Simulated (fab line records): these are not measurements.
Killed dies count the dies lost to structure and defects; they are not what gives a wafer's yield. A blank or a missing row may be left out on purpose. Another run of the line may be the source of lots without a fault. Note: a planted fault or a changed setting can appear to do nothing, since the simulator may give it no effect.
Which of the tools did it? | flow n5_finfet | 36 wafers sampled from 12 lots at 1 step of a route of 1938

## WHAT THE GAUGES READ, wafer by wafer
N5_BEOL_M15_CD_MEAS_28 targets a cd of 407.6 nm.
lot  | measured     | on        | cd_nm (nm)
L075 | day 12 07:58 | cd_sem-02 | 408.0 407.0 407.4
L077 | day 12 19:49 | cd_sem-02 | 408.6 408.5 408.0
L079 | day 13 08:35 | cd_sem-02 | 406.8 406.5 407.9
L080 | day 14 02:14 | cd_sem-03 | 409.1 408.1 408.4
L084 | day 14 04:43 | cd_sem-02 | 410.1 408.7 407.9
L086 | day 14 23:36 | cd_sem-01 | 407.0 407.8 407.3
L088 | day 15 16:01 | cd_sem-02 | 407.6 407.8 406.6
L089 | day 16 02:13 | cd_sem-03 | 409.1 407.9 408.4
L091 | day 16 08:29 | cd_sem-02 | 403.6 405.5 403.4
L093 | day 17 09:06 | cd_sem-01 | 410.0 410.3 409.7
L094 | day 17 15:12 | cd_sem-03 | 406.1 405.6 408.7
L097 | day 18 15:41 | cd_sem-02 | 407.3 405.4 407.8

## WHAT TOOL EACH LOT RAN ON (gives the tool, then ch and the chambers of the sampled wafers, and finally the start)
The record shows no process step preceding these readings.

## THE ANSWER, worked out from the rows above alone
Rule: the lots themselves supply what counts as usual. The widest of any qualifying gaps counts: lots, ordered by their means at a reading, are off when they make up no more than a third of the lots, leave a main group of 4 or more, and stand apart from it by 3 or more times the standard deviation of that group's means. Not used: any main group whose means are identical at the precision the tables above print for the reading. A lot without any number at a reading at which 4 lots or more have one is off too. All remaining lots with rows at the step are treated as sound.
None of the lots is off at any reading shown; this tells nothing.

## WHAT HAD BEEN PUT IN BY THE SIMULATOR
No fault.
